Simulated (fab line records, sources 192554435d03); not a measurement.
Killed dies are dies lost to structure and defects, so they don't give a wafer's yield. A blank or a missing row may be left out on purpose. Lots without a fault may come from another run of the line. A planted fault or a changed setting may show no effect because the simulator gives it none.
Split-lot experiment | flow n5_finfet | 7 lots, 21 wafers read, on a route of 1938 steps

THE SPLIT
At N5_BEOL_M1_COAT_05 (resist thk 30 nm), the setting spin_rpm was moved away from the recipe's 1500 rpm on 8 of the 21 wafers read, by -8.8% to +6.3%. The other wafers ran this setting at the recipe's value.

FROM THE SPLIT TO THE READING: what the file shows between them, 4 steps
- N5_BEOL_M1_EXPOSE_08: exposes mask M1 (also split here: dose_mj)
- N5_BEOL_M1_PEB_09: peb time 60 s
- N5_BEOL_M1_DEVELOP_10: develop time 30 s
- N5_BEOL_M1_DESCUM_16: chemistry O2, time 7 s

THE READING
CAR-EUV_of_BEOL_M1_COAT_05.thk_nm (the simulator's own value, which no gauge read), in nm, at N5_BEOL_M1_ETCH_74 (etches underlayer in N2/H2, target depth 6.5 nm, time 5.2 s). The file gives no usual value for it. The 13 wafers here that ran the recipe average 20.2 nm, standard deviation 0.095 nm.

wafer  | tool, chamber at the split | spin_rpm as run, rpm | against the recipe | CAR-EUV_of_BEOL_M1_COAT_05.thk_nm, nm | against lot-mates on the recipe
L074.2 | litho_track-05, 0          | 1500                 | recipe             | 20                                    | -
L074.3 | litho_track-05, 0          | 1500                 | recipe             | 20.2                                  | -
L074.5 | litho_track-05, 0          | 1500                 | recipe             | 20.2                                  | -
L080.2 | litho_track-03, 0          | 1368                 | -8.8%              | 21.8                                  | +1.6
L080.5 | litho_track-03, 0          | 1368                 | -8.8%              | 22                                    | +1.8
L080.6 | litho_track-03, 0          | 1500                 | recipe             | 20.2                                  | -
L082.1 | litho_track-05, 0          | 1500                 | recipe             | 20.2                                  | -
L082.2 | litho_track-05, 0          | 1500                 | recipe             | 20.2                                  | -
L082.5 | litho_track-05, 0          | 1500                 | recipe             | 20.2                                  | -
L084.1 | litho_track-05, 0          | 1595                 | +6.3%              | 19.4                                  | -1.0
L084.3 | litho_track-05, 0          | 1595                 | +6.3%              | 19.4                                  | -1.0
L084.2 | litho_track-05, 0          | 1500                 | recipe             | 20.4                                  | -
L087.1 | litho_track-05, 0          | 1500                 | recipe             | 20.4                                  | -
L087.3 | litho_track-05, 0          | 1571                 | +4.7%              | 19.4                                  | -0.9
L087.6 | litho_track-05, 0          | 1500                 | recipe             | 20.2                                  | -
L089.1 | litho_track-04, 0          | 1500                 | recipe             | 20.2                                  | -
L089.4 | litho_track-04, 0          | 1500                 | recipe             | 20.2                                  | -
L089.6 | litho_track-04, 0          | 1577                 | +5.1%              | 19.4                                  | -0.8
L092.1 | litho_track-04, 0          | 1409                 | -6.1%              | 21.2                                  | +1.0
L092.4 | litho_track-04, 0          | 1409                 | -6.1%              | 21.2                                  | +1.0
L092.2 | litho_track-04, 0          | 1500                 | recipe             | 20.2                                  | -

THE FIT
A straight line over all 21 wafers: CAR-EUV_of_BEOL_M1_COAT_05.thk_nm changes by -0.167 nm for each +1% of spin_rpm; r = -0.98; the points scatter about the line by 0.13 nm.
The same after taking each lot's own level away (the mean of its wafers on the recipe; 21 wafers): -0.176 nm for each +1%; r = -0.99; scatter 0.09 nm.
On that fit, the largest move of spin_rpm shifts the reading by 1.5 nm.
The lots' own levels span 20.13 to 20.40 nm, that is 2.8 times the standard deviation above.
So the lot-to-lot level changes the slope little: the two slopes agree.
Check: with one of the wafers moved furthest among these (-8.8%) left out of the fit, the line predicts +1.56 nm for it against its lot-mates. It came out at +1.6 nm against them.

OTHER SPLITS ON THESE WAFERS
These wafers also went through other splits before the reading. Each is held against what the fit with the lots' levels taken away leaves over:
other split on the same wafers   | wafers away from the commonest value | r with CAR-EUV_of_BEOL_M1_COAT_05.thk_nm (lot level and that fit taken away)
N5_BEOL_M0_SAQP_COAT_34 spin_rpm | 5                                    | +0.49
N5_BEOL_M1_EXPOSE_08 dose_mj     | 4                                    | -0.16

THE WHOLE CHAIN: every reading that the file lists as answering this split, in the file's order
step                  | what it does                                                | reading                                                                            | change (the file's fit)               | r (the file's)
N5_BEOL_M1_COAT_05    | resist thk 30 nm                                            | CAR-EUV_of_BEOL_M1_COAT_05.thk_nm (the simulator's own value, which no gauge read) | -0.149 nm for each +1% of the setting | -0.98
N5_BEOL_M1_DEVELOP_10 | develop time 30 s                                           | CAR-EUV_of_BEOL_M1_COAT_05.thk_nm (the simulator's own value, which no gauge read) | -0.161 nm for each +1% of the setting | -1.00
N5_BEOL_M1_DESCUM_16  | chemistry O2, time 7 s                                      | CAR-EUV_of_BEOL_M1_COAT_05.thk_nm (the simulator's own value, which no gauge read) | -0.173 nm for each +1% of the setting | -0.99
N5_BEOL_M1_ETCH_74    | etches underlayer in N2/H2, target depth 6.5 nm, time 5.2 s | CAR-EUV_of_BEOL_M1_COAT_05.thk_nm (the simulator's own value, which no gauge read) | -0.176 nm for each +1% of the setting | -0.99

THE FILE'S OWN FIT
CAR-EUV_of_BEOL_M1_COAT_05.thk_nm changes by -0.176 nm for each +1% of spin_rpm, r = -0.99.
